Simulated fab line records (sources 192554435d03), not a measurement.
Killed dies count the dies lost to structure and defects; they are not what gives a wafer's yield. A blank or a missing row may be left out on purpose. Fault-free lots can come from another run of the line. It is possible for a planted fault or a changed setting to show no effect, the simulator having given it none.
Lot-split experiment || flow n5_finfet || on a route of 1938 steps: 7 lots, 21 wafers read

== ON THE SPLIT ==
At N5_BEOL_M10_COAT_22 (resist thk 90 nm), the setting spin_rpm was moved away from the recipe's 1500 rpm on 12 of the 21 wafers read, by -5.1% to +10.4%. For the rest of the wafers, this setting stayed at what the recipe calls for.

== FROM THE SPLIT TO THE READING: what the file shows between them, 6 steps ==
- N5_BEOL_M10_EBR_24
- N5_BEOL_M10_SOFTBAKE_23: time 60 s
- N5_BEOL_M10_EXPOSE_25: exposes mask V9
- N5_BEOL_M10_PEB_26: peb time 60 s
- N5_BEOL_M10_DEVELOP_27: develop time 30 s
- N5_BEOL_M10_DESCUM_33: chemistry O2, time 7.9 s

== THE READING ==
CAR-ArF_of_BEOL_M10_COAT_22.thk_nm (the simulator's own value, which no gauge read), in nm, at N5_BEOL_M10_ETCH_65 (etches SiARC in CF4, target depth 39 nm, time 65 s). There is no usual value for it anywhere in the file. The 9 wafers here that ran the recipe average 55.6 nm, standard deviation 0.16 nm.

{"wafer": "L074.1", "tool, chamber at the split": "litho_track-05, 0", "spin_rpm as run, rpm": 1656, "against the recipe": "+10.4%", "CAR-ArF_of_BEOL_M10_COAT_22.thk_nm, nm": 51.4, "against lot-mates on the recipe": -4.4}
{"wafer": "L074.3", "tool, chamber at the split": "litho_track-05, 0", "spin_rpm as run, rpm": 1500, "against the recipe": "recipe", "CAR-ArF_of_BEOL_M10_COAT_22.thk_nm, nm": 55.8, "against lot-mates on the recipe": "-"}
{"wafer": "L074.4", "tool, chamber at the split": "litho_track-05, 0", "spin_rpm as run, rpm": 1500, "against the recipe": "recipe", "CAR-ArF_of_BEOL_M10_COAT_22.thk_nm, nm": 55.8, "against lot-mates on the recipe": "-"}
{"wafer": "L077.2", "tool, chamber at the split": "litho_track-05, 0", "spin_rpm as run, rpm": 1618, "against the recipe": "+7.9%", "CAR-ArF_of_BEOL_M10_COAT_22.thk_nm, nm": 52.4, "against lot-mates on the recipe": -3.4}
{"wafer": "L077.3", "tool, chamber at the split": "litho_track-05, 0", "spin_rpm as run, rpm": 1500, "against the recipe": "recipe", "CAR-ArF_of_BEOL_M10_COAT_22.thk_nm, nm": 55.8, "against lot-mates on the recipe": "-"}
{"wafer": "L077.6", "tool, chamber at the split": "litho_track-05, 0", "spin_rpm as run, rpm": 1618, "against the recipe": "+7.9%", "CAR-ArF_of_BEOL_M10_COAT_22.thk_nm, nm": 52.2, "against lot-mates on the recipe": -3.6}
{"wafer": "L078.1", "tool, chamber at the split": "litho_track-05, 0", "spin_rpm as run, rpm": 1652, "against the recipe": "+10.1%", "CAR-ArF_of_BEOL_M10_COAT_22.thk_nm, nm": 51, "against lot-mates on the recipe": -4.6}
{"wafer": "L078.2", "tool, chamber at the split": "litho_track-05, 0", "spin_rpm as run, rpm": 1500, "against the recipe": "recipe", "CAR-ArF_of_BEOL_M10_COAT_22.thk_nm, nm": 55.6, "against lot-mates on the recipe": "-"}
{"wafer": "L078.6", "tool, chamber at the split": "litho_track-05, 0", "spin_rpm as run, rpm": 1652, "against the recipe": "+10.1%", "CAR-ArF_of_BEOL_M10_COAT_22.thk_nm, nm": 50.8, "against lot-mates on the recipe": -4.8}
{"wafer": "L080.2", "tool, chamber at the split": "litho_track-05, 0", "spin_rpm as run, rpm": 1500, "against the recipe": "recipe", "CAR-ArF_of_BEOL_M10_COAT_22.thk_nm, nm": 55.4, "against lot-mates on the recipe": "-"}
{"wafer": "L080.3", "tool, chamber at the split": "litho_track-05, 0", "spin_rpm as run, rpm": 1550, "against the recipe": "+3.3%", "CAR-ArF_of_BEOL_M10_COAT_22.thk_nm, nm": 54.2, "against lot-mates on the recipe": -1.2}
{"wafer": "L080.5", "tool, chamber at the split": "litho_track-05, 0", "spin_rpm as run, rpm": 1550, "against the recipe": "+3.3%", "CAR-ArF_of_BEOL_M10_COAT_22.thk_nm, nm": 54.4, "against lot-mates on the recipe": -1.0}
{"wafer": "L082.2", "tool, chamber at the split": "litho_track-01, 0", "spin_rpm as run, rpm": 1500, "against the recipe": "recipe", "CAR-ArF_of_BEOL_M10_COAT_22.thk_nm, nm": 55.8, "against lot-mates on the recipe": "-"}
{"wafer": "L082.3", "tool, chamber at the split": "litho_track-01, 0", "spin_rpm as run, rpm": 1500, "against the recipe": "recipe", "CAR-ArF_of_BEOL_M10_COAT_22.thk_nm, nm": 55.6, "against lot-mates on the recipe": "-"}
{"wafer": "L082.5", "tool, chamber at the split": "litho_track-01, 0", "spin_rpm as run, rpm": 1500, "against the recipe": "recipe", "CAR-ArF_of_BEOL_M10_COAT_22.thk_nm, nm": 55.6, "against lot-mates on the recipe": "-"}
{"wafer": "L086.1", "tool, chamber at the split": "litho_track-01, 0", "spin_rpm as run, rpm": 1423, "against the recipe": "-5.1%", "CAR-ArF_of_BEOL_M10_COAT_22.thk_nm, nm": 58.2, "against lot-mates on the recipe": "+2.8"}
{"wafer": "L086.5", "tool, chamber at the split": "litho_track-01, 0", "spin_rpm as run, rpm": 1423, "against the recipe": "-5.1%", "CAR-ArF_of_BEOL_M10_COAT_22.thk_nm, nm": 58, "against lot-mates on the recipe": "+2.6"}
{"wafer": "L086.6", "tool, chamber at the split": "litho_track-01, 0", "spin_rpm as run, rpm": 1500, "against the recipe": "recipe", "CAR-ArF_of_BEOL_M10_COAT_22.thk_nm, nm": 55.4, "against lot-mates on the recipe": "-"}
{"wafer": "L095.1", "tool, chamber at the split": "litho_track-01, 0", "spin_rpm as run, rpm": 1603, "against the recipe": "+6.9%", "CAR-ArF_of_BEOL_M10_COAT_22.thk_nm, nm": 52.4, "against lot-mates on the recipe": "no lot-mate on the recipe"}
{"wafer": "L095.3", "tool, chamber at the split": "litho_track-01, 0", "spin_rpm as run, rpm": 1603, "against the recipe": "+6.9%", "CAR-ArF_of_BEOL_M10_COAT_22.thk_nm, nm": 52.6, "against lot-mates on the recipe": "no lot-mate on the recipe"}
{"wafer": "L095.4", "tool, chamber at the split": "litho_track-01, 0", "spin_rpm as run, rpm": 1603, "against the recipe": "+6.9%", "CAR-ArF_of_BEOL_M10_COAT_22.thk_nm, nm": 52.6, "against lot-mates on the recipe": "no lot-mate on the recipe"}

THE FIT
A straight line over all 21 wafers: CAR-ArF_of_BEOL_M10_COAT_22.thk_nm changes by -0.45 nm for each +1% of spin_rpm; r = -1.00; the points scatter about the line by 0.19 nm.
The same after taking each lot's own level away (the mean of its wafers on the recipe; 18 wafers): -0.461 nm for each +1%; r = -1.00; scatter 0.2 nm.
The reading moves by 4.8 nm for the largest change in spin_rpm, on that fit.
From 55.40 to 55.80 nm: that is the span of the lots' own levels, equal to 2.5 times the standard deviation above.
Hence the lot-to-lot level has little effect on the slope; both slopes agree.
Check: for one of the wafers moved furthest among these (+10.4%), held out of the fit, the line's prediction against its lot-mates is -4.75 nm. Against them it came out at -4.4 nm.

== THE WHOLE CHAIN: every reading that the file lists as answering this split, in the file's order ==
{"step": "N5_BEOL_M10_COAT_22", "what it does": "resist thk 90 nm", "reading": "CAR-ArF_of_BEOL_M10_COAT_22.thk_nm (the simulator's own value, which no gauge read)", "change (the file's fit)": "-0.431 nm for each +1% of the setting", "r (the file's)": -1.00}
{"step": "N5_BEOL_M10_DEVELOP_27", "what it does": "develop time 30 s", "reading": "CAR-ArF_of_BEOL_M10_COAT_22.thk_nm (the simulator's own value, which no gauge read)", "change (the file's fit)": "-0.442 nm for each +1% of the setting", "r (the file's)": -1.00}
{"step": "N5_BEOL_M10_ETCH_65", "what it does": "etches SiARC in CF4, target depth 39 nm, time 65 s", "reading": "CAR-ArF_of_BEOL_M10_COAT_22.thk_nm (the simulator's own value, which no gauge read)", "change (the file's fit)": "-0.446 nm for each +1% of the setting", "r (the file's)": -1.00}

== FILE'S OWN FIT ==
CAR-ArF_of_BEOL_M10_COAT_22.thk_nm changes by -0.446 nm for each +1% of spin_rpm, r = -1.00.
